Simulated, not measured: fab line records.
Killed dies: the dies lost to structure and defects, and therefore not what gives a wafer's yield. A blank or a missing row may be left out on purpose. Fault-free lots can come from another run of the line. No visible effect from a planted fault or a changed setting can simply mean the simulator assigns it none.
Split-lot experiment	flow n5 finfet	21 wafers read across 7 lots, on a route 1938 steps long

## THE SPLIT ITSELF
At N5_BEOL_M3_PECVD_72 (deposits SiO2 from TEOS/O2, target thk 16 nm, time 18 s), the setting temp c was moved away from the recipe's 400 C on 6 of the 21 wafers read, by -3.2% to +3.8%. The other wafers ran this setting at the recipe's value.

The reading comes from the split's own step.

## THE READING
SiO2_of_BEOL_M3_PECVD_72.thk nm (the simulator's own value, which no gauge read), in nm, at N5_BEOL_M3_PECVD_72 (deposits SiO2 from TEOS/O2, target thk 16 nm, time 18 s). There is no usual value for it anywhere in the file. The 15 wafers here that ran the recipe average 15.9 nm, standard deviation 0.14 nm.

wafer	tool, chamber at the split	temp c as run, C	against the recipe	SiO2_of_BEOL_M3_PECVD_72.thk nm, nm	against lot-mates on the recipe
L078.2	pecvd-01, 2,0	400	recipe	15.8	-
L078.3	pecvd-01, 2,0	400	recipe	15.8	-
L078.4	pecvd-01, 1	400	recipe	16.2	-
L079.3	pecvd-03, 0,2	400	recipe	15.8	-
L079.4	pecvd-03, 0,2	400	recipe	15.8	-
L079.6	pecvd-03, 1	409.8	+2.4%	15	-0.8
L085.2	pecvd-03, 1	415.3	+3.8%	14	-2.0
L085.3	pecvd-03, 2	415.3	+3.8%	14.2	-1.8
L085.6	pecvd-03, 1	400	recipe	16	-
L089.1	pecvd-03, 2	387.2	-3.2%	17	+1.1
L089.3	pecvd-03, 2	400	recipe	16	-
L089.5	pecvd-03, 1	400	recipe	15.8	-
L088.2	pecvd-04, 0,1	400	recipe	16	-
L088.3	pecvd-04, 0,1	400	recipe	16	-
L088.5	pecvd-04, 1	400	recipe	16.2	-
L090.3	pecvd-03, 1	400	recipe	15.8	-
L090.5	pecvd-03, 2	414.2	+3.5%	14.4	-1.4
L090.6	pecvd-03, 1	414.2	+3.5%	14.2	-1.6
L093.2	pecvd-04, 1	400	recipe	15.8	-
L093.3	pecvd-04, 0	400	recipe	16	-
L093.5	pecvd-04, 0	400	recipe	16	-
If several chambers appear in one row, that row covers several wafers at once and the file leaves open which wafer was in which chamber.

FIT RESULTS
A straight line over all 21 wafers: SiO2_of_BEOL_M3_PECVD_72.thk nm changes by -0.436 nm for each +1% of temp c; r = -0.98; the points scatter about the line by 0.16 nm.
The same after taking each lot's own level away (the mean of its wafers on the recipe; 21 wafers): -0.429 nm for each +1%; r = -0.98; scatter 0.16 nm.
On that fit, the largest move of temp c shifts the reading by 1.6 nm.
From 15.80 to 16.07 nm: that is the span of the lots' own levels, equal to 1.9 times the standard deviation above.
The two slopes agree, so the slope changes little with the lot-to-lot level.
Check: with one of the wafers moved furthest among these (+3.8%) left out of the fit, the line predicts -1.58 nm for it against its lot-mates. It came out at -2 nm against them.

## OTHER SPLITS APPLIED TO THESE WAFERS
Note: prior to the reading, these wafers also went through further splits. Each is held against what the fit with the lots' levels taken away leaves over:
other split on the same wafers	wafers away from the commonest value	r with SiO2_of_BEOL_M3_PECVD_72.thk nm (lot level and that fit taken away)
N5_MOL_CONTACT_COAG_VIA_ETCH_117 bias w	3	+0.07
N5_BEOL_M0_SAQP_SPACER2_ALD_26 target thk a	7	-0.22
N5_BEOL_M1_ETCH_64 bias w	5	+0.05
N5_BEOL_M1_ETCH_70 source w	7	+0.03
N5_BEOL_M1_TRENCH_ETCH_37 time s	8	-0.05
N5_BEOL_M2_TRENCH_ETCH_37 bias w	4	-0.11

## FILE'S OWN FIT
SiO2_of_BEOL_M3_PECVD_72.thk nm changes by -0.416 nm for each +1% of temp c, r = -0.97.
